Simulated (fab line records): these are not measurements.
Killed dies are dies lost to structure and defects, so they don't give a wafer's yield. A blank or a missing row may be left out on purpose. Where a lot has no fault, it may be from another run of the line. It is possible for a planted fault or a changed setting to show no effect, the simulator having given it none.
Matching of chambers || flow n5_finfet || N5_BEOL_M14_STRIP_37 on rie_diel-03: 4 sister chambers
The step strips in O2. 4 wafers are shown with their chamber, then 10 later ones without.

== WAFERS, EACH WITH ITS CHAMBER ==
{"wafer": "L081.6", "chamber": 1, "showerhead_plenum_p_Torr (Torr)": 2.20}
{"wafer": "L082.5", "chamber": 0, "showerhead_plenum_p_Torr (Torr)": 1.97}
{"wafer": "L085.1", "chamber": 3, "showerhead_plenum_p_Torr (Torr)": 2.19}
{"wafer": "L085.3", "chamber": 2, "showerhead_plenum_p_Torr (Torr)": 2.21}

== WAFERS WITH NO CHAMBER GIVEN ==
{"wafer": "L085.6", "showerhead_plenum_p_Torr (Torr)": 1.97}
{"wafer": "L087.1", "showerhead_plenum_p_Torr (Torr)": 2.19}
{"wafer": "L087.2", "showerhead_plenum_p_Torr (Torr)": 2.21}
{"wafer": "L087.5", "showerhead_plenum_p_Torr (Torr)": 1.97}
{"wafer": "L090.2", "showerhead_plenum_p_Torr (Torr)": 2.19}
{"wafer": "L090.5", "showerhead_plenum_p_Torr (Torr)": 2.19}
{"wafer": "L090.6", "showerhead_plenum_p_Torr (Torr)": 2.21}
{"wafer": "L094.3", "showerhead_plenum_p_Torr (Torr)": 2.19}
{"wafer": "L094.4", "showerhead_plenum_p_Torr (Torr)": 2.18}
{"wafer": "L094.5", "showerhead_plenum_p_Torr (Torr)": 2.19}

== EACH ONE'S CHAMBER ==
{"wafer": "L085.6", "from the rows above": 0, "in truth": 0}
{"wafer": "L087.1", "from the rows above": 3, "in truth": 3}
{"wafer": "L087.2", "from the rows above": 2, "in truth": 2}
{"wafer": "L087.5", "from the rows above": 0, "in truth": 0}
{"wafer": "L090.2", "from the rows above": 3, "in truth": 3}
{"wafer": "L090.5", "from the rows above": 3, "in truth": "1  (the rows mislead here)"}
{"wafer": "L090.6", "from the rows above": 2, "in truth": 2}
{"wafer": "L094.3", "from the rows above": 3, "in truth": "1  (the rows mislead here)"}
{"wafer": "L094.4", "from the rows above": 3, "in truth": 3}
{"wafer": "L094.5", "from the rows above": 3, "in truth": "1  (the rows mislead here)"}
Placed correctly: 7 of 10. Not placeable from these rows: 0. Placed wrongly: 3.
How it was worked out, from the rows above alone: a wafer's distance from a chamber is the root of the sum, over the readings, of the square of ((its reading less the chamber's mean) divided by the reading's scatter). The wafer belongs to the nearest chamber; if the next one is less than 2 further off, it can't be placed. The mean given for a chamber averages the wafers shown for that chamber. The scatter (one wafer shown for each chamber): square how far every hidden wafer sits from the nearest shown wafer, average those squares and take the square root.
